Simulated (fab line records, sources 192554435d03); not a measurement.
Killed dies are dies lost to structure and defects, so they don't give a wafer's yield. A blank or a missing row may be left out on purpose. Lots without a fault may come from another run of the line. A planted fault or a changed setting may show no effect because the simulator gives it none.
A struck lot beside a sound one | flow n5_finfet | 16 steps out of a route of 1938
Sound: wafers L924.1, L924.3, L924.4. Struck: wafers L935.2, L935.4, L935.5. The cause comes at the end.
At each step with rows: each side's tool, then ch and its chambers, then its first start. Under that, the readings that differ: sound wafers | struck wafers | difference of the means | sigmas: that difference in standard deviations of wafers without a fault.
alike: readings whose means differ by less than 2 such deviations, and words and numbers that are the same on both sides. not compared: withheld readings, readings that some wafer has no value for, bounds like >300 that may hide the same value, and numbers for which the record gives no deviation and whose values overlap.
The two part at a step that has a row with sigmas, a row that says differs or no value, or rows on one side only. Numbers that don't overlap but have no deviation are shown without sigmas and don't part them. A reading that every wafer of one side lacks parts them only if that side has two wafers or more.

first, 4 steps without rows for these wafers: N5_BEOL_M4_SOFTBAKE_23 (time 60 s); N5_BEOL_M4_EXPOSE_25 (exposes mask V3, defocus 5 nm); N5_BEOL_M4_PEB_26 (peb time 60 s); N5_BEOL_M4_DEVELOP_27 (develop time 30 s).
N5_BEOL_M4_CD_MEAS_28: target cd 26.2 nm, target cd y 24.1 nm.
  sound on cd_sem-02 ch 0, day 8 12:57; struck on cd_sem-02 ch 0, day 10 14:58
  alike: cd_nm
N5_BEOL_M4_OVL_MEAS_29:
  sound on overlay-02 ch 0, day 8 12:59; struck on overlay-01 ch 0, day 10 15:00
  alike: V3_OVL
N5_BEOL_M4_INSPECT_30: inspects for defects (brightfield).
  sound on defect_inspect-01, day 8 13:03; struck on defect_inspect-01, day 10 15:03
  alike: raw_defect_count
N5_BEOL_M4_DESCUM_33: chemistry O2, time 7 s.
  sound on rie_diel-01 ch 1,2,3, day 8 13:05; struck on rie_diel-01 ch 0,2, day 10 15:05
  alike: drypump_motor_current_A, oes_product_au, rf_vpp_V, showerhead_plenum_p_Torr, throttle_valve_pct
  not compared: rf_hours_counter_h
N5_BEOL_M4_ETCH_77: etches underlayer in N2/H2, target depth 6.5 nm, time 5.2 s.
  sound on rie_diel-01 ch 1,2,3, day 8 13:07; struck on rie_diel-01 ch 0,2, day 10 15:07
  alike: bias_w, drypump_motor_current_A, etch_rf_on_time_s, h2_flow_sccm, oes_product_au, rf_vpp_V, showerhead_plenum_p_Torr, throttle_valve_pct
  not compared: rf_hours_counter_h
N5_BEOL_M4_ETCH_69: etches SiARC in CF4, target depth 15.6 nm, time 26 s.
  sound on rie_diel-01 ch 1,2,3, day 8 13:08; struck on rie_diel-01 ch 0,2, day 10 15:08
  alike: bias_w, drypump_motor_current_A, etch_rf_on_time_s, oes_product_au, rf_vpp_V, showerhead_plenum_p_Torr, throttle_valve_pct
  not compared: rf_hours_counter_h
N5_BEOL_M4_ALD_98: deposits SiO2, target thk 2.5 nm, pulse time 1 s, co reactant pulse time 1 s.
  sound on ald_sin-02 ch 2,3, day 8 13:17; struck on ald_sin-02 ch 0,2,3, day 10 15:13
  alike: heater_power_w, precursor_pulse_height_rel
N5_BEOL_M4_ETCHBACK_99: etches SiO2 in CHF3, target depth 5 nm, time 10.4 s.
  sound on rie_diel-02 ch 0,1,2, day 8 13:44; struck on rie_diel-02 ch 1,2,3, day 11 04:17
  alike: drypump_motor_current_A, oes_product_au, rf_vpp_V, showerhead_plenum_p_Torr, throttle_valve_pct
  not compared: rf_hours_counter_h
N5_BEOL_M4_ETCH_70: etches SOC in N2/H2, target depth 80 nm, overetch 24 nm, time 130 s.
  sound on rie_diel-02 ch 0,1,2, day 8 13:46; struck on rie_diel-02 ch 1,2,3, day 11 04:19
  reading                                    | sound             | struck            | difference | sigmas
  bias_w (W)                                 | 150.7 150.1 149.9 | 140.5 140.2 141.8 | -9.4       | -23
  rf_vpp_V (V)                               | 528.7 525.1 525.3 | 509.1 508.6 504.6 | -18.9      | -7
  model.SiARC_of_BEOL_M4_COAT_68.thk_nm (nm) | 5.8 5.6 5.8       | 6.2 6.2 6         | +0.4       |
  alike: drypump_motor_current_A, h2_flow_sccm, oes_product_au, showerhead_plenum_p_Torr, throttle_valve_pct
  not compared: rf_hours_counter_h
then, 1 step without rows for these wafers: N5_BEOL_M4_STRIP_71 (strips in N2/H2).
N5_BEOL_M4_RC_MEAS_101:
  sound on prober-02 ch 0, day 8 18:53; struck on prober-02 ch 0, day 11 08:52
  alike: DIBL_N, DIBL_P, IOFF_N, IOFF_P, ION_N, ION_P, SS_N, SS_P, VT_N, VT_P
then, 1 step without rows for these wafers: N5_PASSIVATION_PROBE_49.

WHERE THEY PART
Only at N5_BEOL_M4_ETCH_70, within this record. Later steps at which nothing parts them and some readings are alike: N5_BEOL_M4_RC_MEAS_101.

WHY: what the simulator had put in
Process parameter drift: rie_diel-02, from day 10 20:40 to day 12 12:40, at N5_BEOL_M4_ETCH_70. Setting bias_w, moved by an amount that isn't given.
